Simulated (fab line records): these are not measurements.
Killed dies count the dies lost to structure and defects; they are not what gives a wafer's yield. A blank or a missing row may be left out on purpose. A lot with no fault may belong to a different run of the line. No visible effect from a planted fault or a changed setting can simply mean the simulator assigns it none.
Which tool did it? || flow n5 finfet || Sampling: 11 lots, 33 wafers, 2 of 1938 route steps

== WHAT EACH GAUGE READ, for each wafer ==
N5_BEOL_M4_RC_MEAS_101.
{"lot": "L631", "measured": "day 8 20:48", "on": "prober-02", "RS_NWELL (ohm/sq)": "1038 1035 1037"}
{"lot": "L635", "measured": "day 9 19:52", "on": "prober-01", "RS_NWELL (ohm/sq)": "1032 1035 1032"}
{"lot": "L636", "measured": "day 10 01:51", "on": "prober-02", "RS_NWELL (ohm/sq)": "1027 1047 1040"}
{"lot": "L638", "measured": "day 11 03:57", "on": "prober-01", "RS_NWELL (ohm/sq)": "1045 1052 1049"}
{"lot": "L639", "measured": "day 11 16:36", "on": "prober-01", "RS_NWELL (ohm/sq)": "1049 1036 1035"}
{"lot": "L640", "measured": "day 10 09:16", "on": "prober-01", "RS_NWELL (ohm/sq)": "944 945 945"}
{"lot": "L641", "measured": "day 11 11:47", "on": "prober-02", "RS_NWELL (ohm/sq)": "952 948 958"}
{"lot": "L642", "measured": "day 11 20:03", "on": "prober-01", "RS_NWELL (ohm/sq)": "945 958 947"}
{"lot": "L644", "measured": "day 12 14:15", "on": "prober-02", "RS_NWELL (ohm/sq)": "1038 1025 1040"}
{"lot": "L648", "measured": "day 13 05:35", "on": "prober-01", "RS_NWELL (ohm/sq)": "1039 1050 1042"}
{"lot": "L654", "measured": "day 14 23:20", "on": "prober-02", "RS_NWELL (ohm/sq)": "1044 1027 1035"}

== WHICH TOOL RAN EACH LOT (tool, then ch and the chambers of the sampled wafers, then the start) ==
{"lot": "L631", "N5_WELL_APT_IMPLANT_14": "implanter-01 ch 0, day 1 14:07"}
{"lot": "L635", "N5_WELL_APT_IMPLANT_14": "implanter-01 ch 0, day 2 14:15"}
{"lot": "L636", "N5_WELL_APT_IMPLANT_14": "implanter-02 ch 0, day 2 19:59"}
{"lot": "L638", "N5_WELL_APT_IMPLANT_14": "implanter-01 ch 0, day 3 08:02"}
{"lot": "L639", "N5_WELL_APT_IMPLANT_14": "implanter-02 ch 0, day 3 14:21"}
{"lot": "L640", "N5_WELL_APT_IMPLANT_14": "implanter-01 ch 0, day 3 20:09"}
{"lot": "L641", "N5_WELL_APT_IMPLANT_14": "implanter-01 ch 0, day 4 02:02"}
{"lot": "L642", "N5_WELL_APT_IMPLANT_14": "implanter-01 ch 0, day 4 07:58"}
{"lot": "L644", "N5_WELL_APT_IMPLANT_14": "implanter-02 ch 0, day 4 20:27"}
{"lot": "L648", "N5_WELL_APT_IMPLANT_14": "implanter-02 ch 0, day 5 20:14"}
{"lot": "L654", "N5_WELL_APT_IMPLANT_14": "implanter-01 ch 0, day 7 08:01"}
- N5_WELL_APT_IMPLANT_14

== THE ANSWER, worked out from the rows above alone ==
Rule: what is usual is taken from the lots themselves. Put in order of their means at a reading, lots are off if they are a third of the lots or fewer, leave a main group of 4 or more, and stand apart from it by a gap of 3 or more times the standard deviation of the main group's means; of several such gaps the widest counts. A main group whose means are all the same, to the digits that the tables above print for the reading, isn't used. A lot without any number at a reading at which 4 lots or more have one is off too. All remaining lots with rows at the step are treated as sound.
Off: L640, L641, L642, seen at N5_BEOL_M4_RC_MEAS_101 (RS_NWELL). Mean 1039 ohm/sq and standard deviation 4.9 in the main group.
A tool fits if, at a process step before that reading, it ran every lot that is off, and no sound lot after the first of them. The gauges at N5_BEOL_M4_RC_MEAS_101 are tried like those tools. None of those tried fits.

== WHAT THE SIMULATOR PUT IN ==
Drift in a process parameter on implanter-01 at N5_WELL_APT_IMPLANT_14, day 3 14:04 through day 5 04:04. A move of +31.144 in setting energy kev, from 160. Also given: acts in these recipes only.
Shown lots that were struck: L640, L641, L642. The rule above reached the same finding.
